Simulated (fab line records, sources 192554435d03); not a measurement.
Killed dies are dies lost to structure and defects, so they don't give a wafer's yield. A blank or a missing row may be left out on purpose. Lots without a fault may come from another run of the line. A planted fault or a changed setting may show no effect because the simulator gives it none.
Chamber matching | flow n5_finfet | N5_FIN_CUT_STRIP_22 on rie_diel-05: 4 sister chambers
The step strips in N2/H2. 18 wafers are shown with their chamber, then 9 later ones without.

WAFERS WITH THEIR CHAMBER
wafer  | chamber | showerhead_plenum_p_Torr (Torr) | throttle_valve_pct (%) | oes_product_au (a.u.)
L077.1 | 2       | 3.32                            | 19.8                   | 0.68
L077.4 | 0       | 3.54                            | 18.6                   | 0.90
L077.5 | 2       | 3.32                            | 19.9                   | 0.66
L079.1 | 1       | 3.24                            | 18.4                   | 0.81
L079.3 | 3       | 3.20                            | 19.2                   | 0.69
L079.4 | 2       | 3.32                            | 19.9                   | 0.66
L082.2 | 0       | 3.54                            | 18.6                   | 0.87
L082.4 | 3       | 3.20                            | 19.2                   | 0.68
L082.5 | 2       | 3.32                            | 19.4                   | 0.97
L083.1 | 2       | 3.32                            | 19.5                   | 0.97
L083.4 | 0       | 3.54                            | 18.7                   | 0.86
L083.5 | 2       | 3.32                            | 19.5                   | 0.95
L084.1 | 2       | 3.32                            | 19.4                   | 0.95
L084.5 | 1       | 3.23                            | 18.5                   | 0.80
L084.6 | 2       | 3.32                            | 19.5                   | 0.97
L092.2 | 1       | 3.23                            | 18.5                   | 0.81
L092.4 | 3       | 3.19                            | 19.2                   | 0.69
L092.5 | 2       | 3.31                            | 19.5                   | 0.93

SIGNATURES (means of the wafers above)
reading                  | chamber 0 | chamber 1 | chamber 2 | chamber 3 | scatter within a chamber
showerhead_plenum_p_Torr | 3.5400    | 3.2333    | 3.3189    | 3.1967    | 0.00398
throttle_valve_pct       | 18.633    | 18.467    | 19.600    | 19.200    | 0.159
oes_product_au           | 0.8767    | 0.8067    | 0.8600    | 0.6867    | 0.11
Rule: a wafer's distance from a chamber is the root of the sum, over the readings, of the square of ((its reading less the chamber's mean) divided by the reading's scatter). The wafer belongs to the nearest chamber; if the next one is less than 2 further off, it can't be placed. The scatter: the root of (the sum of the squares of (reading less its chamber's mean) over the shown wafers, divided by (wafers less chambers)).

WAFERS WITHOUT THEIR CHAMBER
wafer  | showerhead_plenum_p_Torr (Torr) | throttle_valve_pct (%) | oes_product_au (a.u.)
L093.3 | 3.31                            | 19.5                   | 0.92
L093.5 | 3.31                            | 19.5                   | 0.89
L093.6 | 3.53                            | 18.7                   | 0.87
L096.2 | 3.22                            | 18.6                   | 0.78
L096.4 | 3.18                            | 19.2                   | 0.68
L096.5 | 3.31                            | 19.5                   | 0.88
L097.3 | 3.52                            | 18.7                   | 0.85
L097.5 | 3.30                            | 19.5                   | 0.89
L097.6 | 3.22                            | 18.6                   | 0.78

WHICH CHAMBER EACH WENT THROUGH
wafer  | from the rows above | in truth
L093.3 | 2                   | 2
L093.5 | 2                   | 2
L093.6 | 0                   | 0
L096.2 | 1                   | 1
L096.4 | 3                   | 3
L096.5 | 2                   | 2
L097.3 | 0                   | 0
L097.5 | 2                   | 2
L097.6 | 1                   | 1
Placed correctly: 9 of 9. Can't be placed from these rows: 0. Placed wrongly: 0.
